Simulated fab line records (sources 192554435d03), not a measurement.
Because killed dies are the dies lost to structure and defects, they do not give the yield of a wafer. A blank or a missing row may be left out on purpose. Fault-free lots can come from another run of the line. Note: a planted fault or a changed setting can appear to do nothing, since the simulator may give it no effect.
Split-lot study :: flow n5 finfet :: route with 1938 steps; 7 lots, 21 wafers read

== THE SPLIT ITSELF ==
At N5_PASSIVATION_PECVD_53 (deposits SiO2 from TEOS/O2, target thk 800 nm, time 169.4 s), the setting temp c was moved away from the recipe's 400 C on 7 of the 21 wafers read, by -2.5% to +4.2%. For the rest of the wafers, this setting stayed at what the recipe calls for.

Reading taken at the split's own step.

== THE READING ==
SiO2_of_PASSIVATION_PECVD_53.thk nm (the simulator's own value, which no gauge read), in nm, at N5_PASSIVATION_PECVD_53 (deposits SiO2 from TEOS/O2, target thk 800 nm, time 169.4 s). No usual value for it is given in the file. Average 802.4 nm, standard deviation 7.1 nm, over the 14 wafers here run with the recipe.

wafer: L076.2
tool, chamber at the split: pecvd-04, 0
temp c as run, C: 400
against the recipe: recipe
SiO2_of_PASSIVATION_PECVD_53.thk nm, nm: 792.4
against lot-mates on the recipe: -

wafer: L076.5
tool, chamber at the split: pecvd-04, 2
temp c as run, C: 400
against the recipe: recipe
SiO2_of_PASSIVATION_PECVD_53.thk nm, nm: 803.4
against lot-mates on the recipe: -

wafer: L076.6
tool, chamber at the split: pecvd-04, 0
temp c as run, C: 400
against the recipe: recipe
SiO2_of_PASSIVATION_PECVD_53.thk nm, nm: 801
against lot-mates on the recipe: -

wafer: L077.1
tool, chamber at the split: pecvd-04, 1
temp c as run, C: 400
against the recipe: recipe
SiO2_of_PASSIVATION_PECVD_53.thk nm, nm: 799.4
against lot-mates on the recipe: -

wafer: L077.2
tool, chamber at the split: pecvd-04, 2
temp c as run, C: 395.4
against the recipe: -1.2%
SiO2_of_PASSIVATION_PECVD_53.thk nm, nm: 811.6
against lot-mates on the recipe: +12.2

wafer: L077.4
tool, chamber at the split: pecvd-04, 2
temp c as run, C: 395.4
against the recipe: -1.2%
SiO2_of_PASSIVATION_PECVD_53.thk nm, nm: 829.6
against lot-mates on the recipe: +30.2

wafer: L082.1
tool, chamber at the split: pecvd-04, 2
temp c as run, C: 400
against the recipe: recipe
SiO2_of_PASSIVATION_PECVD_53.thk nm, nm: 806.6
against lot-mates on the recipe: -

wafer: L082.4
tool, chamber at the split: pecvd-04, 2
temp c as run, C: 406.7
against the recipe: +1.7%
SiO2_of_PASSIVATION_PECVD_53.thk nm, nm: 777.6
against lot-mates on the recipe: -29.0

wafer: L082.5
tool, chamber at the split: pecvd-04, 1
temp c as run, C: 406.7
against the recipe: +1.7%
SiO2_of_PASSIVATION_PECVD_53.thk nm, nm: 780.6
against lot-mates on the recipe: -26.0

wafer: L083.2
tool, chamber at the split: pecvd-03, 1
temp c as run, C: 389.9
against the recipe: -2.5%
SiO2_of_PASSIVATION_PECVD_53.thk nm, nm: 843.6
against lot-mates on the recipe: +30.9

wafer: L083.3
tool, chamber at the split: pecvd-03, 2
temp c as run, C: 400
against the recipe: recipe
SiO2_of_PASSIVATION_PECVD_53.thk nm, nm: 809.6
against lot-mates on the recipe: -

wafer: L083.5
tool, chamber at the split: pecvd-03, 1
temp c as run, C: 400
against the recipe: recipe
SiO2_of_PASSIVATION_PECVD_53.thk nm, nm: 815.8
against lot-mates on the recipe: -

wafer: L090.1
tool, chamber at the split: pecvd-02, 2
temp c as run, C: 400
against the recipe: recipe
SiO2_of_PASSIVATION_PECVD_53.thk nm, nm: 798.4
against lot-mates on the recipe: -

wafer: L090.2
tool, chamber at the split: pecvd-02, 0
temp c as run, C: 400
against the recipe: recipe
SiO2_of_PASSIVATION_PECVD_53.thk nm, nm: 793.2
against lot-mates on the recipe: -

wafer: L090.5
tool, chamber at the split: pecvd-02, 2
temp c as run, C: 400
against the recipe: recipe
SiO2_of_PASSIVATION_PECVD_53.thk nm, nm: 799.4
against lot-mates on the recipe: -

wafer: L094.3
tool, chamber at the split: pecvd-03, 0
temp c as run, C: 400
against the recipe: recipe
SiO2_of_PASSIVATION_PECVD_53.thk nm, nm: 807.2
against lot-mates on the recipe: -

wafer: L094.4
tool, chamber at the split: pecvd-03, 0
temp c as run, C: 416.9
against the recipe: +4.2%
SiO2_of_PASSIVATION_PECVD_53.thk nm, nm: 723.6
against lot-mates on the recipe: -83.6

wafer: L094.6
tool, chamber at the split: pecvd-03, 1
temp c as run, C: 416.9
against the recipe: +4.2%
SiO2_of_PASSIVATION_PECVD_53.thk nm, nm: 699.2
against lot-mates on the recipe: -108.0

wafer: L096.1
tool, chamber at the split: pecvd-02, 0
temp c as run, C: 400
against the recipe: recipe
SiO2_of_PASSIVATION_PECVD_53.thk nm, nm: 796
against lot-mates on the recipe: -

wafer: L096.2
tool, chamber at the split: pecvd-02, 2
temp c as run, C: 400
against the recipe: recipe
SiO2_of_PASSIVATION_PECVD_53.thk nm, nm: 796.6
against lot-mates on the recipe: -

wafer: L096.5
tool, chamber at the split: pecvd-02, 1
temp c as run, C: 400
against the recipe: recipe
SiO2_of_PASSIVATION_PECVD_53.thk nm, nm: 814
against lot-mates on the recipe: -

FIT RESULTS
A straight line over all 21 wafers: SiO2_of_PASSIVATION_PECVD_53.thk nm changes by -19.6 nm for each +1% of temp c; r = -0.96; the points scatter about the line by 9.1 nm.
The same after taking each lot's own level away (the mean of its wafers on the recipe; 21 wafers): -20.2 nm for each +1%; r = -0.97; scatter 8.7 nm.
Per that fit: largest temp c move, reading shift of 85 nm.
The span of the lots' own levels, 797.00 to 812.70 nm, comes to 2.2 times the standard deviation stated above.
Hence the lot-to-lot level has little effect on the slope; both slopes agree.
Check: with one of the wafers moved furthest among these (+4.2%) left out of the fit, the line predicts -88.9 nm for it against its lot-mates. It came out at -83.6 nm against them.

== OTHER SPLITS APPLIED TO THESE WAFERS ==
Before the reading, these wafers also passed through other splits. Each is held against what the fit with the lots' levels taken away leaves over:
other split on the same wafers: N5_BEOL_M14_TRENCH_ETCH_34 time s
wafers away from the commonest value: 8
r with SiO2_of_PASSIVATION_PECVD_53.thk nm (lot level and that fit taken away): +0.03

other split on the same wafers: N5_MIM_BOT_LITHO_EXPOSE_05 dose mj
wafers away from the commonest value: 9
r with SiO2_of_PASSIVATION_PECVD_53.thk nm (lot level and that fit taken away): -0.07

== THE FILE'S OWN FIT ==
SiO2_of_PASSIVATION_PECVD_53.thk nm changes by -19.5 nm for each +1% of temp c, r = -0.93.
